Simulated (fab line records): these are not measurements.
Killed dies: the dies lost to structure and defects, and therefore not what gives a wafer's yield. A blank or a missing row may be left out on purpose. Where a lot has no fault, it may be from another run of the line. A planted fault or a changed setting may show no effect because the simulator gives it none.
Matching of chambers + flow n5_finfet + rie_diel-03 running N5_MOL_CONTACT_COAG_ETCHBACK_132: 4 sister chambers
The step etches SiO2 in CHF3, target depth 10 nm, time 6.7 s. 8 wafers are shown with their chamber, then 7 later ones without.

## WAFERS, EACH WITH ITS CHAMBER
| wafer  | chamber | showerhead_plenum_p_Torr (Torr) | throttle_valve_pct (%) |
|--------|---------|---------------------------------|------------------------|
| L976.4 | 2       | 2.29                            | 18.72                  |
| L979.5 | 1       | 2.28                            | 19.03                  |
| L981.2 | 0       | 2.45                            | 19.07                  |
| L981.5 | 1       | 2.28                            | 19.05                  |
| L983.5 | 0       | 2.44                            | 19.06                  |
| L983.6 | 3       | 2.43                            | 18.64                  |
| L984.1 | 3       | 2.43                            | 18.64                  |
| L984.2 | 2       | 2.29                            | 18.74                  |

## WAFERS WITH NO CHAMBER GIVEN
| wafer  | showerhead_plenum_p_Torr (Torr) | throttle_valve_pct (%) |
|--------|---------------------------------|------------------------|
| L984.5 | 2.29                            | 18.74                  |
| L987.2 | 2.27                            | 19.07                  |
| L987.6 | 2.29                            | 18.74                  |
| L988.1 | 2.27                            | 19.08                  |
| L988.6 | 2.29                            | 18.75                  |
| L992.3 | 2.28                            | 18.79                  |
| L992.6 | 2.44                            | 19.11                  |

## EACH ONE'S CHAMBER
| wafer  | from the rows above | in truth |
|--------|---------------------|----------|
| L984.5 | 2                   | 2        |
| L987.2 | 1                   | 1        |
| L987.6 | 2                   | 2        |
| L988.1 | 1                   | 1        |
| L988.6 | 2                   | 2        |
| L992.3 | 2                   | 2        |
| L992.6 | 0                   | 0        |
Correct placement for 7 of the 7. Can't be placed from these rows: 0. 0 placed wrongly.
How it was worked out, from the rows above alone: a wafer's distance from a chamber is the root of the sum, over the readings, of the square of ((its reading less the chamber's mean) divided by the reading's scatter). The wafer belongs to the nearest chamber; if the next one is less than 2 further off, it can't be placed. The mean given for a chamber averages the wafers shown for that chamber. The scatter is the square root of a quotient: the sum, over the shown wafers, of each reading's squared deviation from its chamber's mean, divided by wafers minus chambers.
